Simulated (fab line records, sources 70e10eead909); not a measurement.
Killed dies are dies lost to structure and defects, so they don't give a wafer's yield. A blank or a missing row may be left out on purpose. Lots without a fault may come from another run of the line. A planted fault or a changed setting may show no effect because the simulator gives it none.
Problem report in the 8D (eight disciplines) form, filled by code | flow nand_harc | the parts of the form that need people (team, actions taken, sign-off) are left out

1. THE PROBLEM
killed_at_other at NHARC_END_SORT_01 reads a mean of 641.0 on 2 wafers of 2 lots; wafers without a fault read 0.6 with a standard deviation of 1.1. That is +99 or more standard deviations from the usual mean.
First seen on wafer L670.4, day 22 12:09, on prober-01. The record holds 5 wafers of 3 lots with a number at this step. Rule for "out", or "out of limits": more than 4 standard deviations from the usual mean. The other wafers with a number count as sound.

2. WHAT IT IS AND WHAT IT IS NOT
question                    | is                           | is not
which readings at this step | killed_at_other, killed_dies | killed_at_array, killed_at_periphery, killed_open, killed_short
which lots                  | L670, L672                   | L666
which wafers of those lots  | all that have a number       | -
read on which gauges        | prober-01                    | -
when                        | from day 22 12:09            | up to then (3 sound wafers)

3. SUSPECTS, AND WHAT RULES EACH OUT
Counting: a tool at a process step up to the reading stays a suspect if it ran every lot that is out and no sound lot after the first of them.
- the gauge at NHARC_END_SORT_01: kept. All the wafers that are out were read on prober-01, and no step on other tools shows them out.
- pvd_sputter-02 at NHARC_THIN_TSV_PVD_51 (deposits Cu, target thk 100 nm): kept. It ran every lot that is out, first L670 (day 21 22:21), and no sound lot after that; its last sound lot up to then is L666 (day 21 13:47). NHARC_THIN_TSV_PVD_51 gives no start for some lots, so the hours and the order of its lots are those of NHARC_THIN_TSV_ECD_20.
- ecd_cu-02 at NHARC_THIN_TSV_ECD_20 (material Cu, target thk 2000 nm): kept. It ran every lot that is out, first L670 (day 21 22:21), and no sound lot after that.
- rie_metal-03 at NHARC_THIN_TSV_ETCH_36 (etches the open film in Cl2/BCl3, target depth 65 nm, time 18.571 s): kept. It ran every lot that is out, first L670 (day 22 01:21), and no sound lot after that.
Left after counting: pvd_sputter-02 at NHARC_THIN_TSV_PVD_51, ecd_cu-02 at NHARC_THIN_TSV_ECD_20, rie_metal-03 at NHARC_THIN_TSV_ETCH_36, prober-01 at NHARC_END_SORT_01.

4. THE CAUSE (what the simulator had put in)
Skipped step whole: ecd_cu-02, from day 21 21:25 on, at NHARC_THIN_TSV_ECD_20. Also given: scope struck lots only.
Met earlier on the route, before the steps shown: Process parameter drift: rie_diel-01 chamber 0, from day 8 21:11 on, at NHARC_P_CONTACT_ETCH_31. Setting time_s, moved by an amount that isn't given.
Counting left 4 suspects, and this tool is among them.

5. THE CHAIN OF EFFECTS, in route order
Each row: a reading whose mean over the struck wafers that have a number lies more than 3 standard deviations from the usual. Only readings for which the record gives a usual standard deviation are gone through. hours: the time from each lot's start at the first step in this table that gives one to its start at this step, as a median over the lots. sigmas: the change in usual standard deviations.
hours | step              | reading         | usual | on struck wafers | change | sigmas
0     | NHARC_END_SORT_01 | killed_at_other | 0.6   | 641.0            | +640.4 | +99 or more
0     | NHARC_END_SORT_01 | killed_dies     | 32    | 677              | +645   | +64

6. WHAT WOULD HAVE CAUGHT IT SOONER
In this record the first reading out of limits at a measuring or inspecting step was taken at day 22 12:09, 15 hours after the fault began at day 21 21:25.
All the lots that are out (2) had begun NHARC_THIN_TSV_ECD_20 on ecd_cu-02 by day 22 12:09. A hold on the tool at that time would have spared none of them.
